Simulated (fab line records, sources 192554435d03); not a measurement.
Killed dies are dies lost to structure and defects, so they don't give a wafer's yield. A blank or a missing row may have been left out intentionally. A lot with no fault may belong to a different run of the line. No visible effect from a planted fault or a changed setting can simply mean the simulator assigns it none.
Which tool was responsible? -- flow n5_finfet -- 24 lots, 72 wafers sampled, at 6 steps of a route of 1938

WHAT EACH GAUGE READ, for each wafer
N5_BEOL_M10_THK_MEAS_53: measures by xrf.
lot,measured,on,M10_THK (nm)
L074,day 10 03:26,film_metro-01,139.0 134.0 138.1
L075,day 10 12:47,film_metro-01,137.1 138.2 136.3
L076,day 10 11:00,film_metro-01,138.3 137.4 138.7
L077,day 10 19:36,film_metro-02,139.9 135.0 139.5
L078,day 11 07:59,film_metro-01,139.9 139.4 137.0
L079,day 11 17:50,film_metro-02,141.4 139.6 139.6
L080,day 11 20:25,film_metro-01,137.7 137.5 135.9
L082,day 12 03:05,film_metro-02,140.6 142.5 140.0
L081,day 12 09:27,film_metro-01,140.0 137.9 139.1
L084,day 12 12:05,film_metro-01,138.0 136.0 138.8
L083,day 12 13:52,film_metro-02,140.5 138.9 140.6
L085,day 12 20:07,film_metro-01,136.3 138.2 138.6
L086,day 13 03:45,film_metro-02,140.1 139.1 139.8
L087,day 14 02:26,film_metro-01,139.2 139.7 139.6
L090,day 14 01:41,film_metro-01,139.4 138.2 137.6
L088,day 14 02:46,film_metro-01,135.3 136.0 136.8
L089,day 14 13:22,film_metro-01,138.6 137.2 136.0
L091,day 14 12:38,film_metro-01,134.9 136.3 132.0
L092,day 14 15:02,film_metro-01,135.2 135.1 134.0
L094,day 15 08:41,film_metro-01,138.3 138.5 133.7
L093,day 15 10:30,film_metro-01,140.8 136.5 140.9
L096,day 16 05:54,film_metro-02,142.8 141.4 143.3
L095,day 16 06:36,film_metro-02,139.5 143.0 140.6
L097,day 16 14:13,film_metro-01,138.3 137.3 138.0

EACH LOT AND THE TOOL THAT RAN IT (in order: tool; ch and the chambers of the sampled wafers; start)
lot,N5_BEOL_M10_CURE_71,N5_BEOL_M10_STRIP_19,N5_BEOL_M10_DESCUM_33,N5_BEOL_M10_ANNEAL_51,N5_BEOL_M10_CMP_52
L074,"uv_cure-02 ch 2, day 9 18:59","rie_diel-04 ch 1,2,3, day 9 21:12","rie_diel-06 ch 0,1,2, day 9 23:06","rtp_anneal-02 ch 0, day 10 02:53","cmp-04 ch 0,1,2, day 10 03:08"
L075,"uv_cure-02 ch 0, day 10 02:50","rie_diel-04 ch 0,2,3, day 10 06:23","rie_diel-03 ch 0,2,3, day 10 07:54","rtp_anneal-02 ch 0, day 10 12:11","cmp-04 ch 0,1,3, day 10 12:29"
L076,"uv_cure-02 ch 0, day 10 04:45","rie_diel-03 ch 0,2, day 10 07:23","rie_diel-04 ch 0,1,3, day 10 07:55","rtp_anneal-01 ch 0, day 10 10:25","cmp-01 ch 0,3, day 10 10:42"
L077,"uv_cure-01 ch 2, day 10 11:19","rie_diel-06 ch 1,2, day 10 13:52","rie_diel-06 ch 0,1,2, day 10 14:41","rtp_anneal-02 ch 0, day 10 19:01","cmp-03 ch 1,2,3, day 10 19:20"
L078,"uv_cure-02 ch 0, day 10 22:48","rie_diel-04 ch 0,1,2, day 11 02:07","rie_diel-04 ch 0,1, day 11 05:11","rtp_anneal-01 ch 0, day 11 07:31","cmp-04 ch 0,1, day 11 07:41"
L079,"uv_cure-01 ch 0, day 11 10:22","rie_diel-06 ch 1,2, day 11 12:55","rie_diel-03 ch 0,2, day 11 13:22","rtp_anneal-02 ch 0, day 11 17:18","cmp-04 ch 0,2, day 11 17:33"
L080,"uv_cure-01 ch 2, day 11 10:49","rie_diel-06 ch 0,1,3, day 11 14:47","rie_diel-04 ch 1,2,3, day 11 16:58","rtp_anneal-01 ch 0, day 11 19:50","cmp-03 ch 0,1,2, day 11 20:08"
L082,"uv_cure-02 ch 1, day 11 19:23","rie_diel-04 ch 0,1, day 11 22:35","rie_diel-04 ch 1,2, day 11 23:12","rtp_anneal-01 ch 0, day 12 02:32","cmp-03 ch 1,2,3, day 12 02:47"
L081,"uv_cure-01 ch 1, day 11 19:27","rie_diel-06 ch 0,3, day 11 22:50","rie_diel-06 ch 0,1,2, day 12 05:47","rtp_anneal-02 ch 0, day 12 08:52","cmp-03 ch 0,2,3, day 12 09:11"
L084,"uv_cure-03 ch 2, day 12 03:53","rie_diel-03 ch 0,1,3, day 12 06:46","rie_diel-03 ch 1,2,3, day 12 07:33","rtp_anneal-01 ch 0, day 12 11:28","cmp-01 ch 1,2, day 12 11:46"
L083,"uv_cure-02 ch 2, day 12 08:17","rie_diel-06 ch 0,1,3, day 12 10:25","rie_diel-03 ch 1,3, day 12 11:13","rtp_anneal-01 ch 0, day 12 13:16","cmp-04 ch 0,1,3, day 12 13:34"
L085,"uv_cure-03 ch 1, day 12 14:37","rie_diel-06 ch 0,2, day 12 16:30","rie_diel-06 ch 0,1,2, day 12 17:42","rtp_anneal-01 ch 0, day 12 19:34","cmp-03 ch 0,2, day 12 19:51"
L086,"uv_cure-02 ch 2, day 12 21:29","rie_diel-03 ch 0,3, day 12 23:05","rie_diel-04 ch 0,1, day 12 23:35","rtp_anneal-01 ch 0, day 13 03:10","cmp-03 ch 0,2,3, day 13 03:27"
L087,"uv_cure-02 ch 2, day 13 14:38","rie_diel-03 ch 2,3, day 13 18:26","rie_diel-04 ch 1,3, day 13 22:32","rtp_anneal-01 ch 0, day 14 01:53","cmp-03 ch 0,2,3, day 14 02:11"
L090,"uv_cure-03 ch 0, day 13 14:56","rie_diel-06 ch 2,3, day 13 18:13","rie_diel-04 ch 0,1,3, day 13 22:04","rtp_anneal-01 ch 0, day 14 01:08","cmp-04 ch 1,2,3, day 14 01:28"
L088,"uv_cure-03 ch 0, day 13 15:20","rie_diel-06 ch 2,3, day 13 18:16","rie_diel-03 ch 0,2, day 13 21:55","rtp_anneal-02 ch 0, day 14 02:11","cmp-03 ch 0,1,2, day 14 02:31"
L089,"uv_cure-03 ch 2, day 13 23:50","rie_diel-03 ch 1,3, day 14 01:54","rie_diel-03 ch 1,2,3, day 14 10:12","rtp_anneal-01 ch 0, day 14 12:49","cmp-01 ch 0,2, day 14 13:04"
L091,"uv_cure-03 ch 1, day 14 01:35","rie_diel-04 ch 0,3, day 14 05:07","rie_diel-03 ch 0,2,3, day 14 09:44","rtp_anneal-01 ch 0, day 14 12:03","cmp-04 ch 1,2, day 14 12:21"
L092,"uv_cure-01 ch 1, day 14 03:20","rie_diel-04 ch 0,1,2, day 14 10:32","rie_diel-06 ch 0,1,2, day 14 11:48","rtp_anneal-02 ch 0, day 14 14:26","cmp-03 ch 1,2,3, day 14 14:44"
L094,"uv_cure-03 ch 0, day 15 00:12","rie_diel-03 ch 0,1,2, day 15 02:31","rie_diel-06 ch 2,3, day 15 05:00","rtp_anneal-01 ch 0, day 15 08:05","cmp-03 ch 0,1,2, day 15 08:24"
L093,"uv_cure-02 ch 2, day 15 01:35","rie_diel-06 ch 1,2,3, day 15 05:49","rie_diel-06 ch 2,3, day 15 06:56","rtp_anneal-02 ch 0, day 15 10:00","cmp-04 ch 0,1,3, day 15 10:17"
L096,"uv_cure-02 ch 1, day 15 22:49","rie_diel-04 ch 0,1,2, day 16 01:41","rie_diel-03 ch 0,1,3, day 16 03:10","rtp_anneal-02 ch 0, day 16 05:19","cmp-03 ch 0,1,2, day 16 05:36"
L095,"uv_cure-03 ch 2, day 16 00:45","rie_diel-04 ch 1,2, day 16 02:24","rie_diel-03 ch 1,3, day 16 03:38","rtp_anneal-01 ch 0, day 16 06:02","cmp-04 ch 0,2,3, day 16 06:23"
L097,"uv_cure-03 ch 0, day 16 06:10","rie_diel-06 ch 0,2,3, day 16 09:25","rie_diel-03 ch 1,2, day 16 10:04","rtp_anneal-01 ch 0, day 16 13:40","cmp-01 ch 0,1,3, day 16 13:55"
- N5_BEOL_M10_CURE_71: cures SiCOH lowk, time 240 s.
- N5_BEOL_M10_STRIP_19: strips in O2.
- N5_BEOL_M10_DESCUM_33: chemistry O2, time 7.9 s.
- N5_BEOL_M10_ANNEAL_51: time 90 s.
- N5_BEOL_M10_CMP_52: polishes, stops on SiCOH lowk, t overpolish 7 s, target thk 140 nm.

AS READ BY THE TOOLS THEMSELVES (means over the sampled wafers that have a number; for cases with no such wafer, the mark the record gives instead)
N5_BEOL_M10_CURE_71.
lot,tool,lamp_power_pct (%),wafer_temp_C_max
L074,uv_cure-02,52.32,386.4
L075,uv_cure-02,52.35,386.5
L076,uv_cure-02,52.30,387.1
L077,uv_cure-01,52.29,387.9
L078,uv_cure-02,52.35,387.1
L079,uv_cure-01,52.30,386.2
L080,uv_cure-01,52.28,387.5
L082,uv_cure-02,52.25,387.7
L081,uv_cure-01,52.33,386.9
L084,uv_cure-03,52.37,386.2
L083,uv_cure-02,52.34,386.5
L085,uv_cure-03,52.33,387.4
L086,uv_cure-02,52.29,386.3
L087,uv_cure-02,52.26,386.8
L090,uv_cure-03,52.29,386.6
L088,uv_cure-03,52.32,386.5
L089,uv_cure-03,52.30,386.8
L091,uv_cure-03,52.34,387.8
L092,uv_cure-01,52.32,386.4
L094,uv_cure-03,52.31,387.2
L093,uv_cure-02,52.31,386.2
L096,uv_cure-02,52.35,387.7
L095,uv_cure-03,52.31,386.3
L097,uv_cure-03,52.25,386.8

N5_BEOL_M10_STRIP_19.
lot,tool,drypump_motor_current_A (A),oes_product_au (a.u.),rf_vpp_V (V),showerhead_plenum_p_Torr (Torr),temp_c (C),throttle_valve_pct (%)
L074,rie_diel-04,5.6,0.87,3.5,2.13,40.01,16.25
L075,rie_diel-04,5.5,0.84,4.0,2.16,40.07,16.45
L076,rie_diel-03,5.5,0.86,3.3,2.16,39.95,16.43
L077,rie_diel-06,5.2,0.76,3.6,2.01,40.08,16.94
L078,rie_diel-04,5.6,0.84,3.8,2.16,40.04,16.54
L079,rie_diel-06,5.2,0.76,4.1,2.01,39.92,16.94
L080,rie_diel-06,5.8,0.71,3.8,2.08,40.02,16.82
L082,rie_diel-04,5.6,0.85,3.8,2.17,39.99,16.66
L081,rie_diel-06,6.2,0.69,3.7,2.12,40.06,16.77
L084,rie_diel-03,5.4,0.88,3.3,2.08,40.00,16.65
L083,rie_diel-06,5.8,0.70,3.5,2.07,40.01,16.83
L085,rie_diel-06,5.2,0.75,4.0,2.03,40.06,16.75
L086,rie_diel-03,5.5,0.86,3.1,2.11,39.89,16.81
L087,rie_diel-03,5.7,0.84,3.9,2.18,39.99,16.49
L090,rie_diel-06,5.5,0.74,3.6,2.05,40.09,16.86
L088,rie_diel-06,6.0,0.71,3.0,2.10,40.04,16.88
L089,rie_diel-03,5.6,0.89,3.8,2.08,39.87,16.57
L091,rie_diel-04,5.5,0.81,3.9,2.14,39.88,16.51
L092,rie_diel-04,5.6,0.80,3.8,2.15,40.10,16.60
L094,rie_diel-03,5.4,0.82,3.9,2.10,40.09,16.54
L093,rie_diel-06,5.6,0.81,4.1,2.05,39.95,16.80
L096,rie_diel-04,5.6,0.78,3.1,2.15,39.97,16.62
L095,rie_diel-04,5.7,0.80,3.9,2.11,39.89,16.35
L097,rie_diel-06,5.7,0.79,3.2,2.07,40.00,16.68

N5_BEOL_M10_DESCUM_33.
lot,tool,drypump_motor_current_A (A),oes_product_au (a.u.),rf_vpp_V (V),showerhead_plenum_p_Torr (Torr),temp_c (C),throttle_valve_pct (%)
L074,rie_diel-06,5.3,0.76,241.4,2.03,40.03,20.53
L075,rie_diel-03,5.4,0.88,244.1,2.14,39.95,20.40
L076,rie_diel-04,5.5,0.86,243.9,2.16,39.93,20.32
L077,rie_diel-06,5.3,0.76,242.2,2.03,39.98,20.54
L078,rie_diel-04,5.6,0.87,244.3,2.17,39.90,20.45
L079,rie_diel-03,5.5,0.84,243.6,2.15,39.94,20.21
L080,rie_diel-04,5.6,0.85,243.7,2.12,40.08,20.04
L082,rie_diel-04,5.7,0.84,243.2,2.12,40.00,20.04
L081,rie_diel-06,5.2,0.74,242.5,2.03,39.96,20.56
L084,rie_diel-03,5.6,0.89,243.8,2.13,39.96,20.30
L083,rie_diel-03,5.7,0.90,243.9,2.11,40.03,20.50
L085,rie_diel-06,5.3,0.74,240.8,2.03,40.05,20.57
L086,rie_diel-04,5.6,0.85,244.7,2.16,40.01,20.48
L087,rie_diel-04,5.7,0.85,244.0,2.12,39.96,20.18
L090,rie_diel-04,5.5,0.82,243.9,2.15,40.09,20.36
L088,rie_diel-03,5.5,0.81,244.0,2.15,40.11,20.24
L089,rie_diel-03,5.6,0.86,244.5,2.13,40.01,20.32
L091,rie_diel-03,5.5,0.83,243.0,2.12,40.01,20.43
L092,rie_diel-06,5.3,0.73,242.2,2.02,40.03,20.58
L094,rie_diel-06,6.0,0.90,242.1,2.09,39.97,20.37
L093,rie_diel-06,6.0,0.90,243.6,2.09,39.97,20.38
L096,rie_diel-03,5.5,0.84,243.0,2.07,40.03,20.50
L095,rie_diel-03,5.6,0.86,243.7,2.07,39.98,20.40
L097,rie_diel-03,5.7,0.82,243.9,2.15,40.03,20.16

N5_BEOL_M10_ANNEAL_51.
lot,tool,wafer_temp_C_max
L074,rtp_anneal-02,225.88
L075,rtp_anneal-02,225.96
L076,rtp_anneal-01,225.99
L077,rtp_anneal-02,226.08
L078,rtp_anneal-01,225.91
L079,rtp_anneal-02,226.06
L080,rtp_anneal-01,225.88
L082,rtp_anneal-01,225.89
L081,rtp_anneal-02,225.99
L084,rtp_anneal-01,225.93
L083,rtp_anneal-01,226.04
L085,rtp_anneal-01,226.25
L086,rtp_anneal-01,225.97
L087,rtp_anneal-01,225.94
L090,rtp_anneal-01,226.04
L088,rtp_anneal-02,225.91
L089,rtp_anneal-01,225.95
L091,rtp_anneal-01,225.84
L092,rtp_anneal-02,225.80
L094,rtp_anneal-01,225.93
L093,rtp_anneal-02,225.57
L096,rtp_anneal-02,225.96
L095,rtp_anneal-01,226.18
L097,rtp_anneal-01,225.90

N5_BEOL_M10_CMP_52.
lot,tool,barrier_field_endpoint_s (s),edge_zone_pressure_frac,motor_current_A (A),overpolish_run_s (s),time_to_endpoint_s (s)
L074,cmp-04,28.7,0.998,6.5,6.989,67.9
L075,cmp-04,28.2,1.005,5.4,6.988,68.4
L076,cmp-01,29.9,0.997,6.0,7.006,69.4
L077,cmp-03,29.1,1.008,6.0,7.006,68.0
L078,cmp-04,28.9,1.007,5.7,7.000,68.6
L079,cmp-04,28.7,0.997,5.7,6.998,67.1
L080,cmp-03,29.2,0.994,5.6,6.993,67.5
L082,cmp-03,29.2,1.000,5.9,7.002,66.6
L081,cmp-03,28.9,1.000,5.8,7.001,66.2
L084,cmp-01,29.5,0.994,6.2,7.000,68.9
L083,cmp-04,28.4,1.000,5.3,7.003,65.4
L085,cmp-03,29.1,0.999,5.7,7.004,66.3
L086,cmp-03,28.7,1.001,5.6,6.991,67.4
L087,cmp-03,29.1,0.997,5.7,7.004,67.3
L090,cmp-04,29.0,0.999,5.8,7.003,66.1
L088,cmp-03,29.4,1.002,6.0,6.997,67.0
L089,cmp-01,29.2,1.005,6.5,7.006,68.9
L091,cmp-04,28.7,1.002,6.9,6.997,66.2
L092,cmp-03,29.0,0.996,5.9,7.003,65.0
L094,cmp-03,28.8,1.004,5.8,7.008,64.1
L093,cmp-04,28.8,1.001,5.4,6.999,62.4
L096,cmp-03,28.2,1.000,5.9,6.996,65.4
L095,cmp-04,28.2,1.001,5.6,7.005,63.2
L097,cmp-01,29.8,0.995,6.0,6.996,70.1

THE ANSWER, worked out from the rows above alone
Rule: what is usual is taken from the lots themselves. The widest of any qualifying gaps counts: lots, ordered by their means at a reading, are off when they make up no more than a third of the lots, leave a main group of 4 or more, and stand apart from it by 3 or more times the standard deviation of that group's means. A main group is skipped when, at the precision printed for the reading in the tables above, its means are all equal. Also off: a lot with no number at a reading for which 4 or more lots have one. Where the step has rows for the other lots, those lots are counted as sound. After the gauges, taken in route order, come the tools' own readings; for these a lot's mean is taken, as printed above. The first step at which some lot is off is used, and at that step the reading that is off furthest; a lot without a number counts as furthest.
No lot is off on any of the readings shown, so nothing can be concluded from this.

WHAT THE SIMULATOR PUT IN
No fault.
